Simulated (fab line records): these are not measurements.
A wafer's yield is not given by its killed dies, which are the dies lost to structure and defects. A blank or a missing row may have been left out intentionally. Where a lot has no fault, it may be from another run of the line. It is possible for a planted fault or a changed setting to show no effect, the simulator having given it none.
A struck lot beside a sound one | flow n5Finfet | 14 out of 1938 route steps
Sound: the wafers L164.1, L164.3, L164.4. Struck: wafer L159.1 (L159.2, L159.6, from the same lot, were not struck and are left out); the cause is given at the end.
Each step with rows lists, per side, the tool, then ch with its chambers, then its first start. Under that, the readings that differ: sound wafers | struck wafers | difference of the means | sigmas: that difference in standard deviations of wafers without a fault.
alike: readings with means less than 2 such deviations apart, plus words and numbers identical on both sides. not compared: withheld readings, readings lacking a value on some wafer, bounds such as >300 that could conceal the same value, and numbers that have no deviation in the record and whose values overlap.
The two part at a step that has a row with sigmas, a row that says differs or no value, or rows on one side only. Numbers that don't overlap but have no deviation are shown without sigmas and don't part them. Lack of a reading on every wafer of one side parts them only where that side has two or more wafers.

first, 2 steps without rows for these wafers: N5_BEOL_M5_SPUTTER_83 (material Cu, target thk 15 nm, time 27.62 s); N5_BEOL_M5_ANNEAL_84 (time 1800 s).
N5_BEOL_M5_SPUTTER_88: material Cu, target thk 15 nm, time 27.62 s.
  sound: pvdSputter-01 at day 12 04:49; struck: pvdSputter-03 at day 10 13:04
  alike: throttleValvePct
N5_BEOL_M5_ANNEAL_89: time 1800 s.
  sound: pvdSputter-01 at day 12 04:53; struck: pvdSputter-03 at day 10 13:09
  alike: heaterPowerW
N5_BEOL_M5_SPUTTER_90: material Cu, target thk 4.5 nm, time 8.29 s.
  sound: pvdSputter-01 at day 12 05:54; struck: pvdSputter-03 at day 10 14:09
  alike: throttleValvePct
then, 1 step without rows for these wafers: N5_BEOL_M5_ECD_50 (material Cu, target thk 300 nm).
N5_BEOL_M5_ANNEAL_51: time 90 s.
  sound on rtpAnneal-02 ch 0, day 12 06:06; struck on rtpAnneal-01 ch 0, day 10 17:35
  alike: wafer_temp_C_max
N5_BEOL_M5_CMP_52: polishes, stops on SiCOH lowk, t overpolish 6.9 s, target thk 62 nm.
  sound on cmp-02 ch 0,1,3, day 12 06:41; struck on cmp-03 ch 2, day 10 17:54
  alike: barrierFieldEndpointS, motorCurrentA, overpolishRunS, retainingRingPressureFrac, timeToEndpointS
N5_BEOL_M5_THK_MEAS_53: measures by xrf.
  sound: filmMetro-02 at day 12 06:59; struck: filmMetro-02 at day 10 18:11
  alike: M5_THK
then, 3 steps without rows for these wafers: N5_BEOL_M5_PRE_CLEAN_77 (time 15 s); N5_BEOL_M5_CO_CAP_78 (material Co, precursor CCTBA/H2, target thk 2 nm, time 102.1 s); N5_BEOL_M5_PRE_CLEAN_55 (time 15 s).
N5_BEOL_M5_DEP_56: deposits SiCN from 3MS/NH3, target thk 8 nm, time 14 s.
  sound on pecvd-03 ch 1,2, day 12 07:10; struck on pecvd-04 ch 1, day 10 18:24
reading                                 | sound       | struck | difference | sigmas
model.SiCN_of_BEOL_M5_DEP_56.thkNm (nm) | 7.8 7.8 7.8 | 12.8   | +5.0       | 
  alike: chamberPressureTorr, showerheadPlenumPTorr, throttleValvePct
N5_BEOL_M5_RS_MEAS_57: the measuring method here is four-point-probe.
  sound: filmMetro-02 at day 12 07:14; struck: filmMetro-01 at day 10 18:29
  alike: M5_RS

== WHERE THEY PART ==
Nowhere in this record.

WHY: the cause the simulator had injected
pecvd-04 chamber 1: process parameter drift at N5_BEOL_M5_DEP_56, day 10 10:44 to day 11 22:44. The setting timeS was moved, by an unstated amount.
